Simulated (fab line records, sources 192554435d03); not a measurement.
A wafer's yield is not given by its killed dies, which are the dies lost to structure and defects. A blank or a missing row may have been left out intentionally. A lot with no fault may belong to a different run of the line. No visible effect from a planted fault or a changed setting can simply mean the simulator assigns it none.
fab line records    flow n5Finfet    part 2 of 2: steps 5 to 6 of 6
record lots=21  wafers=63  lastDay=18
route steps=1938 shown MOL_CONTACT_COAG@528
lots that met no fault: from a run of the same line without faults
startH: the number of hours between the record's first day and the start of the first shown wafer of the lot    waitH: time in hours since the lot's previous step    " identical to the entry in the row above    L1.1+2: one row covering several wafers at once    - no value, or no start given    * or withheld: withheld    < > ~ a bound
route shown NAME@n: NAME is a module with steps in the file, n the number in the route of the first one    usual: mean and standard deviation over wafers with no fault    same: alike in all rows    chamber/n: place in a boat    sites: readings site by site    _std_site: the values' standard deviation    _edge_site: mean of outer sites minus mean of inner sites    radiusMm: for every site, how far away it sits from the centre of the wafer    mask NAME#n: copy n    behind: tool/chamber where the wafer was last shaped    hold: cause of the lot's hold/its duration in hours/its outcome    device: which transistor (n, p or np) failed to switch    end of line: the same wafers' tests at the end of the route    for a step that has no rows: nothing shown but its recipe    killed: dies that structure and defects cost at the first sort, which is not the same as the wafer's yield    map: the dies of a wafer, with x for killed, . for not killed, _ for no die there
set.NAME: the setting as run; set.NAME@STEP: as run at that earlier step    model.NAME: the simulator's own value behind a step, which no gauge read
the route's steps for a sample of lots (tables are steps, rows are wafers)
services: when a tool's chamber went out of use (startH, in hours from the record's first day, below 0 if earlier), for how many hours, and the reason
## steps
# step N5_MOL_CONTACT_COAG_ETCH_66
# recipe chemistry=CF4  target=SiARC  targetDepthA=130  maskMaterial=CAR-EUV  timeS=21.7  ionEnergyEv=80  pressureMtorr=40  sourceW=545  biasW=36  Ar_flow_sccm=100  cf4FlowSccm=100  ends=cleared
# usual drypumpMotorCurrentA=5.6/0.47  etchRfOnTimeS=21.6/0.4  oesProductAu=0.66/0.056  rfVppV=184.3/1.1  showerheadPlenumPTorr=2.17/0.066  throttleValvePct=15.56/0.15
lot.wafer  tool        chamber  startH  waitH  drypumpMotorCurrentA  etchRfOnTimeS  oesProductAu  rfHoursCounterH  rfVppV  showerheadPlenumPTorr  throttleValvePct
L075.2     rieDiel-01  1        109.18  0.0    5.1                   21.2           0.62          210              185.5   2.21                   15.58
L075.4     "           2        "       "      4.8                   21.7           0.63          153              183.6   2.06                   15.67
L075.5     "           1        "       "      5.1                   21.1           0.61          -                184.0   2.21                   15.59
L076.1     rieDiel-03  1        115.72  0.0    5.4                   22.3           0.66          119              185.5   2.15                   15.36
L076.3     "           0        "       "      5.3                   21.5           0.71          83               186.2   2.24                   15.32
L076.4     "           2        "       "      5.2                   21.2           0.69          145              184.3   2.15                   15.44
L077.1     rieDiel-04  0        118.59  0.0    6.1                   22.0           0.65          150              184.9   2.14                   15.83
L077.4     "           1        "       "      6.0                   21.5           0.75          24               184.0   2.18                   15.61
L077.6     "           3        "       "      5.9                   21.8           0.63          -                183.8   2.21                   15.57
L078.1     rieDiel-03  1        121.50  0.0    5.4                   22.2           0.66          120              184.5   2.15                   15.36
L078.3     "           0        "       "      5.3                   21.6           0.71          85               184.7   2.24                   15.30
L078.6     "           3        "       "      6.0                   21.7           0.59          -                184.9   2.21                   15.71
L079.1     rieDiel-04  1        131.36  0.0    6.0                   21.6           0.74          28               183.6   2.18                   15.61
L079.3     "           2        "       "      6.1                   21.8           0.60          224              183.4   2.12                   15.56
L079.5     "           0        "       "      6.1                   22.3           0.64          -                183.9   2.14                   15.81
L080.1     rieDiel-03  0        135.26  0.0    5.3                   21.9           0.69          90               185.6   2.24                   15.31
L080.2     "           1        "       "      5.4                   22.3           0.65          125              184.4   2.15                   15.36
L080.4     "           2        "       "      5.2                   21.4           0.67          152              184.1   2.14                   15.47
L082.1     rieDiel-01  0        152.12  0.0    5.8                   21.8           0.64          150              185.0   2.14                   15.48
L082.2     "           2        "       "      4.8                   21.8           0.62          168              183.1   2.05                   15.69
L082.6     "           3        "       "      6.2                   21.3           0.74          -                184.5   2.28                   15.44
L083.1     rieDiel-03  3        160.31  0.0    5.9                   21.6           0.58          243              183.3   2.21                   15.73
L083.2     "           0        "       "      5.3                   21.8           0.69          98               186.4   2.24                   15.32
L083.4     "           1        "       "      5.3                   22.3           0.65          133              185.1   2.14                   15.38
L085.2     rieDiel-01  2        167.70  0.0    4.8                   21.9           0.61          174              183.3   2.05                   15.71
L085.3     "           3        "       "      6.2                   21.1           0.74          39               185.3   2.28                   15.46
L085.6     "           2        "       "      4.8                   21.8           0.61          -                183.4   2.05                   15.71
L086.2     rieDiel-01  1        175.74  0.0    5.0                   21.0           0.61          238              185.2   2.20                   15.65
L086.3     "           3        "       "      6.2                   21.2           0.72          42               185.5   2.28                   15.46
L086.4     "           0        "       "      5.8                   21.6           0.64          159              182.4   2.14                   15.48
L087.2     rieDiel-03  1        178.35  0.0    5.4                   21.9           0.65          140              185.1   2.14                   15.39
L087.4     "           2        "       "      5.2                   21.4           0.66          167              185.6   2.14                   15.49
L087.6     "           2        "       "      5.2                   21.3           0.66          -                184.5   2.14                   15.47
L088.1     rieDiel-01  2        183.31  0.0    4.8                   21.9           0.61          180              182.3   2.05                   15.73
L088.2     "           1        "       "      5.1                   21.0           0.61          241              184.4   2.20                   15.64
L088.5     "           2        "       "      4.8                   21.8           0.60          -                182.7   2.05                   15.72
L089.1     rieDiel-04  1        196.36  0.0    6.0                   21.6           0.71          46               184.0   2.17                   15.65
L089.5     "           0        "       "      6.0                   22.2           0.63          -                183.7   2.13                   15.87
L089.6     "           1        "       "      6.0                   21.6           0.71          -                184.2   2.17                   15.65
L090.1     rieDiel-04  1        196.91  0.0    6.0                   21.4           0.72          46               184.2   2.17                   15.64
L090.3     "           0        "       "      6.1                   22.1           0.64          176              182.6   2.13                   15.86
L090.5     "           1        "       "      6.0                   21.6           0.72          -                186.8   2.17                   15.64
L091.2     rieDiel-03  2        201.91  0.0    5.2                   21.4           0.66          176              183.4   2.14                   15.51
L091.3     "           1        "       "      5.4                   22.4           0.64          148              183.8   2.14                   15.42
L091.4     "           1        "       "      5.4                   22.3           0.64          -                182.8   2.14                   15.41
L092.1     rieDiel-03  3        210.62  0.0    5.9                   21.0           0.83          1                184.1   2.20                   15.27
L092.2     "           0        "       "      5.3                   21.6           0.68          115              184.7   2.23                   15.35
L092.5     "           2        "       "      5.2                   21.1           0.66          -                182.8   2.14                   15.53
L093.2     rieDiel-01  0        217.58  0.0    5.8                   22.0           0.63          176              183.6   2.13                   15.52
L093.4     "           0        "       "      5.8                   21.8           0.63          -                183.7   2.13                   15.51
L093.6     "           2        "       "      4.8                   21.8           0.61          -                183.2   2.05                   15.74
L094.2     rieDiel-03  0        219.75  0.0    5.3                   21.9           0.67          118              185.4   2.23                   15.37
L094.5     "           3        "       "      5.9                   21.2           0.81          -                183.7   2.20                   15.29
L094.6     "           2        "       "      5.2                   21.2           0.65          -                184.8   2.13                   15.52
L095.1     rieDiel-04  0        223.92  0.0    6.1                   22.2           0.62          188              184.2   2.13                   15.91
L095.3     "           3        "       "      5.9                   22.0           0.60          225              184.1   2.19                   15.66
L095.4     "           0        "       "      6.1                   22.1           0.63          -                184.9   2.12                   15.90
L096.1     rieDiel-01  2        234.22  0.0    4.8                   21.7           0.60          201              182.0   2.04                   15.77
L096.2     "           3        "       "      6.2                   21.1           0.72          53               185.0   2.27                   15.46
L096.3     "           0        "       "      5.8                   21.8           0.63          184              183.1   2.13                   15.54
L097.1     rieDiel-01  2        237.49  0.0    4.8                   21.4           0.60          202              183.6   2.04                   15.76
L097.4     "           0        "       "      5.8                   21.7           0.62          -                183.6   2.13                   15.54
L097.5     "           3        "       "      6.2                   20.9           0.71          -                185.2   2.27                   15.51
# step N5_MOL_CONTACT_COAG_ETCHBACK_134
# recipe chemistry=CHF3  target=SiO2  targetDepthA=100  timeS=6.7  ionEnergyEv=200  pressureMtorr=30  sourceW=610  biasW=170  Ar_flow_sccm=200  CHF3_flow_sccm=50
# usual drypumpMotorCurrentA=5.6/0.49  oes_f_703_au=0.76/0.061  oesProductAu=0.76/0.06  rfVppV=521/10  showerheadPlenumPTorr=2.41/0.076  throttleValvePct=18.69/0.16
lot.wafer  tool        chamber  startH  waitH  drypumpMotorCurrentA  oes_f_703_au  oesProductAu  rfHoursCounterH  rfVppV  showerheadPlenumPTorr  throttleValvePct
L075.2     rieDiel-01  0        109.44  0.1    5.9                   0.76          0.76          136              510     2.39                   18.56
L075.4     "           3        "       "      6.2                   0.91          0.90          17               509     2.55                   18.56
L075.5     "           1        "       "      5.1                   0.76          0.71          -                521     2.46                   18.69
L076.1     rieDiel-01  2        116.40  0.1    4.8                   0.72          0.75          156              537     2.29                   18.80
L076.3     "           1        "       "      5.0                   0.75          0.71          213              522     2.46                   18.71
L076.4     "           2        "       "      4.8                   0.72          0.74          -                537     2.29                   18.78
L077.1     rieDiel-01  3        118.90  0.1    6.1                   0.91          0.89          21               509     2.54                   18.59
L077.4     "           2        "       "      4.8                   0.72          0.74          -                536     2.29                   18.79
L077.6     "           3        "       "      6.1                   0.91          0.90          -                510     2.54                   18.58
L078.1     rieDiel-01  3        121.76  0.1    6.2                   0.91          0.88          22               510     2.54                   18.58
L078.3     "           1        "       "      5.1                   0.75          0.72          215              524     2.46                   18.71
L078.6     "           0        "       "      5.8                   0.76          0.78          -                510     2.39                   18.56
L079.1     rieDiel-04  3        131.69  0.2    6.0                   0.74          0.72          190              528     2.46                   18.69
L079.3     "           2        "       "      6.1                   0.70          0.70          224              535     2.36                   18.62
L079.5     "           0        "       "      6.1                   0.76          0.76          -                518     2.37                   18.94
L080.1     rieDiel-04  3        135.55  0.1    5.9                   0.74          0.72          191              527     2.46                   18.70
L080.2     "           1        "       "      6.0                   0.86          0.87          29               534     2.44                   18.89
L080.4     "           0        "       "      6.1                   0.76          0.76          156              520     2.37                   18.94
L082.1     rieDiel-01  0        152.60  0.3    5.8                   0.75          0.76          150              510     2.38                   18.62
L082.2     "           2        "       "      4.8                   0.72          0.73          168              536     2.28                   18.82
L082.6     "           1        "       "      5.1                   0.74          0.71          -                522     2.45                   18.73
L083.1     rieDiel-04  1        160.66  0.1    6.0                   0.85          0.85          38               533     2.44                   18.91
L083.2     "           3        "       "      6.0                   0.74          0.72          201              526     2.46                   18.73
L083.4     "           0        "       "      6.1                   0.75          0.75          165              519     2.37                   18.97
L085.2     rieDiel-01  0        168.07  0.2    5.8                   0.75          0.75          155              510     2.38                   18.60
L085.3     "           1        "       "      5.1                   0.73          0.71          234              521     2.45                   18.75
L085.6     "           3        "       "      6.2                   0.87          0.85          -                510     2.54                   18.62
L086.2     rieDiel-03  3        176.00  0.1    5.9                   0.69          0.66          249              504     2.44                   18.76
L086.3     "           0        "       "      5.3                   0.81          0.80          103              517     2.49                   18.45
L086.4     "           2        "       "      5.2                   0.78          0.77          167              518     2.37                   18.55
L087.2     rieDiel-04  2        178.82  0.1    6.0                   0.70          0.69          240              534     2.35                   18.65
L087.4     "           1        "       "      6.0                   0.84          0.85          41               533     2.43                   18.90
L087.6     "           0        "       "      6.1                   0.75          0.75          -                517     2.37                   18.96
L088.1     rieDiel-01  0        183.57  0.1    5.8                   0.75          0.76          162              510     2.38                   18.59
L088.2     "           3        "       "      6.2                   0.87          0.84          45               510     2.53                   18.63
L088.5     "           0        "       "      5.8                   0.74          0.76          -                511     2.38                   18.61
L089.1     rieDiel-03  1        196.64  0.1    5.4                   0.74          0.76          146              529     2.37                   18.43
L089.5     "           1        "       "      5.4                   0.74          0.76          -                531     2.37                   18.43
L089.6     "           0        "       "      5.3                   0.80          0.80          -                516     2.49                   18.48
L090.1     rieDiel-01  0        197.49  0.1    5.8                   0.73          0.74          166              511     2.37                   18.61
L090.3     "           1        "       "      5.1                   0.72          0.70          245              523     2.45                   18.74
L090.5     "           1        "       "      5.0                   0.72          0.70          -                521     2.45                   18.76
L091.2     rieDiel-03  0        202.17  0.1    5.3                   0.80          0.80          112              515     2.49                   18.47
L091.3     "           2        "       "      5.2                   0.76          0.77          176              520     2.37                   18.57
L091.4     "           2        "       "      5.1                   0.77          0.77          -                520     2.37                   18.58
L092.1     rieDiel-04  0        210.92  0.1    6.1                   0.74          0.74          182              518     2.36                   19.00
L092.2     "           1        "       "      6.0                   0.83          0.84          51               533     2.43                   18.92
L092.5     "           3        "       "      5.9                   0.72          0.71          -                527     2.45                   18.77
L093.2     rieDiel-04  1        217.84  0.1    6.0                   0.82          0.84          55               533     2.43                   18.94
L093.4     "           1        "       "      6.0                   0.82          0.83          -                532     2.43                   18.93
L093.6     "           3        "       "      5.9                   0.72          0.70          -                526     2.45                   18.76
L094.2     rieDiel-01  1        220.35  0.1    5.1                   0.72          0.69          255              521     2.44                   18.76
L094.5     "           2        "       "      4.8                   0.69          0.72          -                536     2.27                   18.86
L094.6     "           1        "       "      5.1                   0.72          0.69          -                521     2.44                   18.76
L095.1     rieDiel-03  1        224.24  0.2    5.4                   0.73          0.75          155              530     2.37                   18.44
L095.3     "           0        "       "      5.4                   0.79          0.78          119              515     2.49                   18.50
L095.4     "           2        "       "      5.2                   0.76          0.77          183              520     2.37                   18.58
L096.1     rieDiel-01  0        234.61  0.1    5.8                   0.72          0.73          184              509     2.37                   18.65
L096.2     "           2        "       "      4.8                   0.69          0.71          201              536     2.27                   18.87
L096.3     "           3        "       "      6.2                   0.85          0.84          53               511     2.53                   18.64
L097.1     rieDiel-01  3        237.75  0.1    6.2                   0.85          0.83          54               509     2.53                   18.65
L097.4     "           3        "       "      6.1                   0.85          0.83          -                510     2.53                   18.64
L097.5     "           2        "       "      4.8                   0.69          0.71          -                535     2.27                   18.87
## services
tool           chamber  startH  hours  kind
pvdSputter-02  -        96.25   1.8    repair
pvdSputter-03  -        101.23  1.1    repair
rieDiel-01     0        112.49  8.4    repair
rieDiel-03     -        150.21  4.3    pm
rieDiel-04     1        161.52  5.3    repair
rieDiel-03     3        180.27  -      clean
rieDiel-03     3        180.27  -      consumableReplace:focusRing
rieDiel-03     3        180.27  28.1   scheduledDown
rieDiel-03     3        180.27  28.1   ventCycle
rieDiel-01     3        191.98  14.3   repair
rieDiel-04     2        210.28  -      clean
rieDiel-04     2        210.28  -      consumableReplace:focusRing
rieDiel-04     2        210.28  22.0   scheduledDown
rieDiel-04     2        210.28  22.0   ventCycle
rieDiel-03     -        211.67  1.7    repair
